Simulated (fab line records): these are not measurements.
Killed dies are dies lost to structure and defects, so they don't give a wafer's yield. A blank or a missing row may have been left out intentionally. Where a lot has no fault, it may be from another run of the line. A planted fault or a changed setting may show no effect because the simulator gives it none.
fab line records | flow nandHarc | part 2 of 2: steps 24 to 31 of 31
record: lots: 5 wafers: 15 lastDay: 34
route steps=1302 shown A_CONTACT@1091 A_BLC@1107
lots that met no fault: taken from a fault-free run of the same line
startH: hours from the record's opening day to when the first of the lot's shown wafers began | waitH: time in hours since the lot's previous step | " repeats the value in the row above | L1.1+2: a single row standing in for several wafers | - no value, or no start given | * or withheld: withheld | < > ~ a bound
route shown NAME@n: names a module that has steps shown in the file, with the first one's number in the route | usual: mean and standard deviation over wafers with no fault | same: alike in all rows | chamber/n: place in a boat | sites: per-site readings | _std_site: standard deviation across them | _edge_site: inner sites' mean taken away from outer sites' mean | radiusMm: how far each site lies from the wafer's centre | mask NAME#n: copy n | behind: tool/chamber where the wafer was last shaped | hold: why the lot went on hold/how many hours it stayed there/how the hold came to an end | device: names the non-switching transistor (n, p or np) | end of line: tests run on the same wafers once the route is complete | step lacking rows: just its recipe | killed: count of dies lost to structure and defects at first sort (not the wafer's yield) | map: per-die view of a wafer (x killed, . not killed, _ where there is no die)
set.NAME: the run value of the setting; set.NAME@STEP: its run value at that earlier step | model.NAME: the simulator's own value behind a step, which no gauge read
lots at some steps of the route; a table a step, a row a wafer
services: from which hour (startH, from the record's first day; less than 0 if before it) a tool's chamber was out of use, for how many hours, and why
== steps ==
step: NHARC_A_BLC_PEB_08
recipe: pebTempC: 100 pebTimeS: 65
usual: chillPlateTempC: 22.99/0.1
columns lot.wafer tool chamber startH waitH chillPlateTempC
L080.1 lithoTrack-01 0 593.83 0.1 23.24
L080.2 " 0 " " 23.14
L080.3 " 0 " " 23.18
L087.3 lithoTrack-04 0 645.97 0.0 22.98
L087.5 " 0 " " 22.92
L087.6 " 0 " " 22.88
L085.1 lithoTrack-04 0 648.74 0.1 22.99
L085.2 " 0 " " 23.07
L085.4 " 0 " " 23.14
L091.3 lithoTrack-01 0 664.35 0.0 22.98
L091.5 " 0 " " 22.95
L091.6 " 0 " " 22.88
L095.3 lithoTrack-04 0 752.61 0.0 23.01
L095.4 " 0 " " 23.01
L095.5 " 0 " " 23.01
step: NHARC_A_BLC_DEVELOP_09
recipe: developTimeS: 35 devTempC: 23
usual: chillPlateTempC: 22.99/0.11
columns lot.wafer tool chamber startH waitH chillPlateTempC
L080.1 lithoTrack-01 0 - - 22.95
L080.2 " 0 " " 23.00
L080.3 " 0 " " 23.09
L087.3 lithoTrack-04 0 - - 23.01
L087.5 " 0 " " 22.92
L087.6 " 0 " " 22.95
L085.1 lithoTrack-04 0 - - 23.10
L085.2 " 0 " " 22.96
L085.4 " 0 " " 23.00
L091.3 lithoTrack-01 0 - - 23.04
L091.5 " 0 " " 23.02
L091.6 " 0 " " 22.95
L095.3 lithoTrack-04 0 - - 22.83
L095.4 " 0 " " 23.06
L095.5 " 0 " " 22.87
step: NHARC_A_BLC_CD_MEAS_10
recipe: targetCdNm: 100 landingEnergyEv: 500
usual: cdNm: 100.0/0.61
columns lot.wafer tool chamber startH waitH cdNm
L080.1 cdSem-01 0 593.91 - 100.5
L080.2 " 0 " " 99.8
L080.3 " 0 " " 99.5
L087.3 cdSem-03 0 646.06 - 99.4
L087.5 " 0 " " 99.0
L087.6 " 0 " " 99.0
L085.1 cdSem-03 0 648.82 - 98.6
L085.2 " 0 " " 100.3
L085.4 " 0 " " 99.9
L091.3 cdSem-03 0 664.44 - 99.6
L091.5 " 0 " " 99.1
L091.6 " 0 " " 99.8
L095.3 cdSem-01 0 752.70 - 98.9
L095.4 " 0 " " 99.4
L095.5 " 0 " " 99.7
step: NHARC_A_BLC_OVL_MEAS_11
usual: overlayXNm: 0.1/0.79 overlayYNm: 0.3/1
columns lot.wafer tool chamber startH waitH overlayXNm overlayYNm
L080.1 overlay-01 - 593.99 - 0.9 1.4
L080.2 " - " " 1.0 2.1
L080.3 " - " " 1.5 2.2
L087.3 overlay-02 - 646.15 - 0.8 0.9
L087.5 " - " " 1.1 0.4
L087.6 " - " " 0.5 0.6
L085.1 overlay-01 - 648.91 - 0.5 -0.6
L085.2 " - " " 0.5 -0.4
L085.4 " - " " 0.6 -0.7
L091.3 overlay-02 - 664.52 - 0.5 -0.8
L091.5 " - " " 0.6 -1.0
L091.6 " - " " 0.2 -0.9
L095.3 overlay-02 - 752.78 - 0.2 -1.0
L095.4 " - " " -0.1 -0.5
L095.5 " - " " -0.1 -1.1
step: NHARC_A_BLC_INSPECT_12
usual: rawDefectCount: 88/36
columns lot.wafer tool chamber startH waitH rawDefectCount
L080.1 defectInspect-01 - 594.03 0.0 35
L080.2 " - " " 29
L080.3 " - " " 35
L087.3 defectInspect-01 - 646.18 0.0 19
L087.5 " - " " 25
L087.6 " - " " 24
L085.1 defectInspect-02 - 648.94 0.0 51
L085.2 " - " " 88
L085.4 " - " " 64
L091.3 defectInspect-02 - 664.56 0.0 145
L091.5 " - " " 155
L091.6 " - " " 136
L095.3 defectInspect-01 - 752.82 0.0 117
L095.4 " - " " 106
L095.5 " - " " 132
step: NHARC_A_BLC_DESCUM_15
recipe: timeS: 3 o2FlowSccm: 200 arFlowSccm: 0 biasPowerW: 0 chemistry: O2
usual: drypumpMotorCurrentA: 5.6/0.41 oesProductAu: 0.998/0.0092 rfVppV: 57.8/0.92 showerheadPlenumPTorr: 1.92/0.087 throttleValvePct: 11.311/0.0092
columns lot.wafer tool chamber startH waitH drypumpMotorCurrentA oesProductAu rfHoursCounterH rfVppV showerheadPlenumPTorr throttleValvePct
L080.1 rieDiel-12 2 594.10 0.1 5.0 0.997 9 56.4 1.82 11.313
L080.2 " 3 " " 5.5 1.004 9 57.4 2.06 11.310
L080.3 " 0 " " 5.1 1.005 6 58.0 1.94 11.302
L087.3 rieDiel-12 2 646.27 0.1 5.0 1.006 1 57.2 1.82 11.300
L087.5 " 3 " " 5.5 0.998 - 59.6 2.05 11.313
L087.6 " 1 " " 5.3 1.022 - 57.1 1.94 11.309
L085.2 rieDiel-12 2 649.01 0.1 5.0 1.002 1 55.8 1.82 11.327
L085.1 " 1 " " 5.3 1.022 1 57.8 1.94 11.301
L085.4 " 3 " " 5.5 1.006 - 57.8 2.05 11.312
L091.3 rieDiel-12 2 664.64 0.1 5.0 1.016 2 58.3 1.82 11.311
L091.6 " 1 " " 5.3 1.006 - 57.6 1.94 11.320
L091.5 " 2 " " 5.0 1.003 - 57.1 1.82 11.305
L095.4 rieDiel-03 1 752.89 0.1 6.1 0.992 8 57.5 1.85 11.310
L095.3 " 2 " " 6.3 1.001 8 57.6 1.82 11.313
L095.5 " 0 " " 5.5 0.994 - 58.5 1.95 11.304
step: NHARC_A_BLC_ETCH_16
recipe: targetDepthA: 390 overEtchFrac: 0.3 timeS: 65 ionEnergyEv: 80 cf4FlowSccm: 150 arFlowSccm: 0 rfW: 300 biasW: 100 chemistry: CF4
usual: drypumpMotorCurrentA: 5.6/0.42 oesProductAu: 0.998/0.0087 rfVppV: 151.3/1.3 showerheadPlenumPTorr: 1.77/0.074 throttleValvePct: 13.285/0.009
columns lot.wafer tool chamber startH waitH drypumpMotorCurrentA oesProductAu rfHoursCounterH rfVppV showerheadPlenumPTorr throttleValvePct
L080.3 rieDiel-12 1 594.18 0.1 5.3 0.999 9 149.7 1.79 13.285
L080.2 " 2 " " 5.0 1.005 9 149.5 1.69 13.266
L080.1 " 3 " " 5.5 0.984 9 152.4 1.89 13.278
L087.3 rieDiel-12 1 646.36 0.1 5.3 1.004 1 152.4 1.79 13.281
L087.5 " 1 " " 5.3 1.004 - 152.2 1.79 13.282
L087.6 " 2 " " 5.1 1.008 - 151.4 1.69 13.266
L085.1 rieDiel-12 1 649.12 0.1 5.3 1.015 1 151.9 1.79 13.301
L085.2 " 2 " " 5.0 0.999 1 150.4 1.69 13.290
L085.4 " 1 " " 5.3 1.011 - 149.9 1.79 13.272
L091.3 rieDiel-12 1 664.73 0.1 5.3 1.013 3 152.3 1.79 13.276
L091.5 " 2 " " 5.0 1.004 - 150.6 1.69 13.295
L091.6 " 1 " " 5.3 1.010 - 152.4 1.79 13.284
L095.4 rieDiel-03 0 752.96 0.1 5.4 0.999 8 152.9 1.80 13.272
L095.3 " 3 " " 5.7 1.008 8 152.3 1.81 13.295
L095.5 " 1 " " 6.1 0.982 - 150.3 1.71 13.274
step: NHARC_A_BLC_ETCH_17
recipe: targetDepthA: 3900 overEtchFrac: 0.25 timeS: 609.38 ionEnergyEv: 200 n2FlowSccm: 150 h2FlowSccm: 150 arFlowSccm: 0 rfW: 400 biasW: 150 chemistry: N2/H2
usual: drypumpMotorCurrentA: 5.6/0.42 oesProductAu: 0.998/0.0098 rfVppV: 430.6/2.6 showerheadPlenumPTorr: 2.04/0.094 throttleValvePct: 14.172/0.0091
columns lot.wafer tool chamber startH waitH drypumpMotorCurrentA oesProductAu rfHoursCounterH rfVppV showerheadPlenumPTorr throttleValvePct
L080.3 rieDiel-12 1 - - 5.3 1.000 9 432.3 2.07 14.181
L080.2 " 2 " " 5.0 1.005 10 426.5 1.94 14.165
L080.1 " 3 " " 5.5 0.989 9 436.3 2.19 14.173
L087.3 rieDiel-12 1 - - 5.3 1.018 1 432.6 2.07 14.171
L087.6 " 1 " " 5.3 1.015 - 431.7 2.07 14.166
L087.5 " 2 " " 5.1 1.009 - 427.0 1.94 14.162
L085.1 rieDiel-12 2 - - 5.0 1.013 1 427.1 1.94 14.147
L085.2 " 3 " " 5.5 0.995 1 436.0 2.19 14.173
L085.4 " 3 " " 5.5 1.001 - 433.5 2.19 14.186
L091.3 rieDiel-12 2 - - 5.0 1.012 3 428.6 1.94 14.167
L091.6 " 3 " " 5.5 1.010 - 434.7 2.19 14.164
L091.5 " 1 " " 5.3 1.020 - 432.1 2.07 14.181
L095.4 rieDiel-03 2 - - 6.3 0.985 8 428.8 1.93 14.181
L095.3 " 3 " " 5.7 1.000 8 432.7 2.10 14.161
L095.5 " 0 " " 5.5 0.982 - 433.0 2.07 14.166
== services ==
columns tool chamber startH hours kind
rieDiel-08 1 569.81 4.9 repair
rieDiel-12 0 572.92 12.8 repair
rieDiel-08 2 575.61 5.2 repair
rieDiel-08 3 575.88 4.1 repair
rieDiel-01 2 593.29 2.6 repair
rieDiel-12 1 613.53 6.3 repair
rieDiel-12 - 622.40 9.0 pm
rieDiel-01 0 637.38 10.2 repair
rieDiel-12 0 644.48 7.1 repair
rieDiel-12 0 655.92 9.8 repair
rieDiel-08 3 662.06 35.3 repair
lithoTrack-01 - 680.00 7.0 pm
rieDiel-08 - 680.68 0.2 repair
rieDiel-01 - 692.11 1.1 repair
rieDiel-01 0 697.42 8.1 repair
rieDiel-01 - 702.43 0.4 repair
rieDiel-08 2 711.66 2.6 repair
rieDiel-12 1 716.41 44.4 repair
rieDiel-08 - 723.84 9.0 pm
rieDiel-12 3 723.96 6.9 repair
rieDiel-12 - 727.28 1.3 repair
lithoTrack-04 - 728.00 7.0 pm
rieDiel-01 - 735.77 9.0 pm
rieDiel-08 3 752.34 5.4 repair
